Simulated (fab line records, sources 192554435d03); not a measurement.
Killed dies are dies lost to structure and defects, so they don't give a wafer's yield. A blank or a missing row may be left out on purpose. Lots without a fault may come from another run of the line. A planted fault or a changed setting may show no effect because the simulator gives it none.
Which tool did it? | flow n5_finfet | 8 lots, 24 wafers sampled, at 2 steps of a route of 1938

WHAT THE GAUGES READ, wafer by wafer
N5_BEOL_M1_INSPECT_13: inspects for defects (brightfield).
lot  | measured     | on                | raw_defect_count
L456 | day 6 15:43  | defect_inspect-02 | 364 449 388
L459 | day 6 22:46  | defect_inspect-01 | 310 321 266
L463 | day 8 04:50  | defect_inspect-01 | 435 531 473
L465 | day 8 20:59  | defect_inspect-01 | 371 375 503
L468 | day 9 15:39  | defect_inspect-02 | 365 523 314
L470 | day 10 02:15 | defect_inspect-02 | 744 795 782
L471 | day 10 02:47 | defect_inspect-01 | 798 744 765
L477 | day 11 17:30 | defect_inspect-02 | 386 489 511

WHICH TOOL RAN EACH LOT (tool, then ch and the chambers of the sampled wafers, then the start)
lot  | N5_BEOL_M1_HM_DEP_02
L456 | pvd_sputter-03, day 6 15:07
L459 | pvd_sputter-03, day 6 22:10
L463 | pvd_sputter-01, day 8 04:14
L465 | pvd_sputter-03, day 8 20:23
L468 | pvd_sputter-01, day 9 15:11
L470 | pvd_sputter-03, day 10 01:46
L471 | pvd_sputter-03, day 10 02:19
L477 | pvd_sputter-02, day 11 17:01
- N5_BEOL_M1_HM_DEP_02: deposits TiN, target thk 20 nm.

THE ANSWER, worked out from the rows above alone
Rule: what is usual is taken from the lots themselves. Put in order of their means at a reading, lots are off if they are a third of the lots or fewer, leave a main group of 4 or more, and stand apart from it by a gap of 3 or more times the standard deviation of the main group's means; of several such gaps the widest counts. A main group whose means are all the same, to the digits that the tables above print for the reading, isn't used. A lot without any number at a reading at which 4 lots or more have one is off too. The other lots that the step has rows for count as sound.
Off: L470, L471, at N5_BEOL_M1_INSPECT_13 (raw_defect_count). The main group: mean 410, standard deviation 58.
A tool fits if, at a process step before that reading, it ran every lot that is off, and no sound lot after the first of them. The gauges at N5_BEOL_M1_INSPECT_13 are tried like those tools. One fits: pvd_sputter-03 at N5_BEOL_M1_HM_DEP_02. Its last sound lot is L465 (day 8 20:23), its first lot that is off L470 (day 10 01:46): a fault that began between those two fits.

WHAT THE SIMULATOR HAD PUT IN
Chamber particle source: pvd_sputter-03, from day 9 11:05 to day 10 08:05, at N5_BEOL_M1_HM_DEP_02. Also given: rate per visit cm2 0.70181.
Lots struck among those shown: L470, L471. The rule above found the same.
